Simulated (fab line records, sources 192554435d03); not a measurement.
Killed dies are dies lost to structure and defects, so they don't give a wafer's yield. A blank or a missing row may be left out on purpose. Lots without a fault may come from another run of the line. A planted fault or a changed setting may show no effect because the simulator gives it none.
Chamber matching | flow n5_finfet | N5_BEOL_M14_ETCH_59 on rie_diel-06: 4 sister chambers
The step etches BARC in N2/H2, target depth 89 nm, overetch 26.7 nm, time 67.9 s. 4 wafers are shown with their chamber, then 9 later ones without.

WAFERS WITH THEIR CHAMBER
wafer  | chamber | drypump_motor_current_A (A)
L081.4 | 3       | 4.9
L084.1 | 0       | 5.2
L084.2 | 1       | 5.6
L084.3 | 2       | 5.6

WAFERS WITHOUT THEIR CHAMBER
wafer  | drypump_motor_current_A (A)
L084.4 | 5.0
L084.5 | 5.6
L084.6 | 4.9
L087.1 | 4.9
L087.2 | 5.6
L087.5 | 4.9
L097.1 | 5.6
L097.2 | 5.6
L097.4 | 4.9

WHICH CHAMBER EACH WENT THROUGH
wafer  | from the rows above     | in truth
L084.4 | 3                       | 3
L084.5 | can't be placed: 1 or 2 | 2
L084.6 | 3                       | 3
L087.1 | 3                       | 3
L087.2 | can't be placed: 1 or 2 | 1
L087.5 | 3                       | 3
L097.1 | can't be placed: 1 or 2 | 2
L097.2 | can't be placed: 1 or 2 | 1
L097.4 | 3                       | 3
Placed correctly: 5 of 9. Can't be placed from these rows: 4 (the true chamber is among the candidates in 4). Placed wrongly: 0.
How it was worked out, from the rows above alone: a wafer's distance from a chamber is the root of the sum, over the readings, of the square of ((its reading less the chamber's mean) divided by the reading's scatter). The wafer belongs to the nearest chamber; if the next one is less than 2 further off, it can't be placed. A chamber's mean is the mean of its shown wafers. The scatter: with one shown wafer a chamber, the root of the mean of the squares of how far each hidden wafer lies from its nearest shown one.
